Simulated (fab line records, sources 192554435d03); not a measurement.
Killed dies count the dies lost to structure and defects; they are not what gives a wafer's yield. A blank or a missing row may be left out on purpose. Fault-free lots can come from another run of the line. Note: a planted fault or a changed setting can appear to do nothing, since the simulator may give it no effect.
Matching of chambers    flow n5Finfet    4 sister chambers for N5_SDB_CUT_ETCH_26 on rieSi-05
The step etches Si in HBr/Cl2/O2, target depth 129.6 nm, bt time 20 s, time 51.8 s. 16 wafers are shown with their chamber, then 8 later ones without.

WAFERS, EACH WITH ITS CHAMBER
wafer   chamber  heBacksideLeakSccm (sccm)  oesProductAu (a.u.)
L076.1  1        2.5                        1.006
L076.2  2        3.4                        1.006
L076.5  3        2.7                        0.970
L077.1  1        2.5                        1.010
L077.3  3        2.6                        0.969
L077.6  2        3.5                        1.005
L081.1  0        2.3                        1.007
L081.3  1        2.5                        1.007
L081.6  1        2.6                        1.009
L082.1  2        3.4                        1.007
L082.4  1        2.5                        1.001
L082.5  3        2.6                        0.972
L092.2  0        2.3                        1.004
L092.4  1        2.5                        1.002
L092.6  0        2.3                        0.999
L094.1  1        2.5                        1.010

SIGNATURES, as means of the wafers listed above
reading             chamber 0  chamber 1  chamber 2  chamber 3  scatter within a chamber
heBacksideLeakSccm  2.300      2.514      3.433      2.633      0.0427
oesProductAu        1.00333    1.00643    1.00600    0.97033    0.00318
Rule: for a wafer and a chamber, the distance is found by dividing, reading by reading, the gap between the wafer's reading and the chamber's mean by the reading's scatter, squaring, summing and taking the root. If the next closest chamber is less than 2 further off than the closest, the wafer can't be placed; otherwise it belongs to the closest. How the scatter is found: for the shown wafers, subtract from each reading the mean of its chamber, square and add these, divide the total by (wafers less chambers), then take the root.

WAFERS MISSING THEIR CHAMBER
wafer   heBacksideLeakSccm (sccm)  oesProductAu (a.u.)
L094.2  2.3                        1.008
L094.4  2.6                        0.972
L095.4  2.3                        1.013
L095.5  3.1                        1.004
L095.6  2.5                        1.014
L097.2  2.5                        1.004
L097.3  2.6                        0.970
L097.6  2.3                        1.008

WHICH CHAMBER EACH ONE RAN IN
wafer   from the rows above  in truth
L094.2  0                    0
L094.4  3                    3
L095.4  0                    0
L095.5  2                    2
L095.6  1                    1
L097.2  1                    1
L097.3  3                    3
L097.6  0                    0
Correctly placed: 8 of 8. Can't be placed from these rows: 0. 0 placed wrongly.
